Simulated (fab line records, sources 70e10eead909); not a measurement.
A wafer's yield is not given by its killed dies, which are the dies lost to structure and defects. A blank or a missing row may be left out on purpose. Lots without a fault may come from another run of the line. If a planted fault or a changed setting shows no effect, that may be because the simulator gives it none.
A lot that was struck, set against a sound lot || flow nand harc || 14 steps out of a route of 1302
Sound: these wafers, L861.2, L861.4, L861.5. Struck: wafers L858.1, L858.5, L858.6. Last of all comes the cause.
For every step that has rows: the tool of each side, followed by ch and its chambers, followed by its first start. Under that, the readings that differ: sound wafers || struck wafers || difference of the means || sigmas: that difference in standard deviations of wafers without a fault.
alike: readings whose means differ by less than 2 such deviations, and words and numbers that are the same on both sides. not compared: withheld readings, readings that some wafer has no value for, bounds like >300 that may hide the same value, and numbers for which the record gives no deviation and whose values overlap.
A row with sigmas, a row that says differs or no value, or rows on one side alone: a step with any of these is where the two part. When numbers do not overlap yet have no deviation, they are printed without sigmas and do not part them. A reading that every wafer of one side lacks parts them only if that side has two wafers or more.

NHARC_A_BONDPAD_CD_MEAS_09: target cd 500 nm.
  sound on cd sem-03 ch 0, day 31 00:37; struck on cd sem-03 ch 0, day 29 03:32
  alike: cd nm
NHARC_A_BONDPAD_OVL_MEAS_35:
  sound on overlay-02, day 31 00:43; struck on overlay-01, day 29 03:38
  alike: overlay x nm, overlay y nm
then, 1 step without rows for these wafers: NHARC_A_BONDPAD_HARDBAKE_10 (time 65 s).
NHARC_A_BONDPAD_DESCUM_11: chemistry O2, time 3 s.
  sound on rie diel-09 ch 0,2,3, day 31 00:51; struck on rie diel-07 ch 0,2,3, day 29 03:46
  alike: drypump motor current A, oes product au, rf vpp V, showerhead plenum p Torr, throttle valve pct
  not compared: rf hours counter h
then, 2 steps without rows for these wafers: NHARC_A_BONDPAD_ETCH_34 (etches the open film in N2/H2, target depth 60 nm, overetch 18 nm, time 65.91 s); NHARC_A_BONDPAD_ETCH_12 (etches the open film in CHF3/O2, target depth 220 nm, time 110 s).
NHARC_A_BONDPAD_CD_MEAS_13:
  sound on cd sem-03, day 31 01:09; struck on cd sem-01, day 29 04:04
  alike: cd nm
NHARC_A_BONDPAD_STRIP_15: strips in O2.
  sound on rie diel-06 ch 1,2, day 31 01:13; struck on rie diel-07 ch 2,3, day 29 04:08
  alike: drypump motor current A, oes product au, rf vpp V, showerhead plenum p Torr, throttle valve pct
  not compared: rf hours counter h
then, 2 steps without rows for these wafers: NHARC_A_BONDPAD_ETCH_24 (etches the open film in CF4/N2, target depth 30 nm, time 72.99 s); NHARC_A_BONDPAD_STRIP_16 (strips in post etch residue remover, time 600 s).
NHARC_A_BONDPAD_DEGAS_25: time 60 s.
  sound on pvd sputter-02, day 31 01:46; struck on pvd sputter-03, day 29 04:44
  alike: heater power w
NHARC_A_BONDPAD_PRE_CLEAN_26: time 30 s.
  sound on pvd sputter-02; struck on pvd sputter-03
  alike: heater power w
NHARC_A_BONDPAD_PVD_17: deposits TaN, target thk 5 nm, time 8.06 s.
  sound on pvd sputter-02, day 31 01:53; struck on pvd sputter-03, day 29 04:52
  no value came back on the struck wafers for bias v (V), cathode dc power W (W), throttle valve pct (%); on the sound wafers bias v (V) reads 168.0 169.8 166.9
NHARC_A_BONDPAD_PVD_27: deposits Cu, target thk 30 nm, time 20.49 s.
  sound on pvd sputter-02; struck on pvd sputter-03
{"reading": "chamber pressure pa (Pa)", "sound": "4.994 5.000 4.973", "struck": "5.021 5.005 5.006", "difference": "+0.022", "sigmas": "+2"}
  alike: cathode dc power W, throttle valve pct

== WHERE THEY PART ==
At NHARC_A_BONDPAD_PVD_17 first; at NHARC_A_BONDPAD_PVD_27 last (within this record only).

WHY: what had been put in by the simulator
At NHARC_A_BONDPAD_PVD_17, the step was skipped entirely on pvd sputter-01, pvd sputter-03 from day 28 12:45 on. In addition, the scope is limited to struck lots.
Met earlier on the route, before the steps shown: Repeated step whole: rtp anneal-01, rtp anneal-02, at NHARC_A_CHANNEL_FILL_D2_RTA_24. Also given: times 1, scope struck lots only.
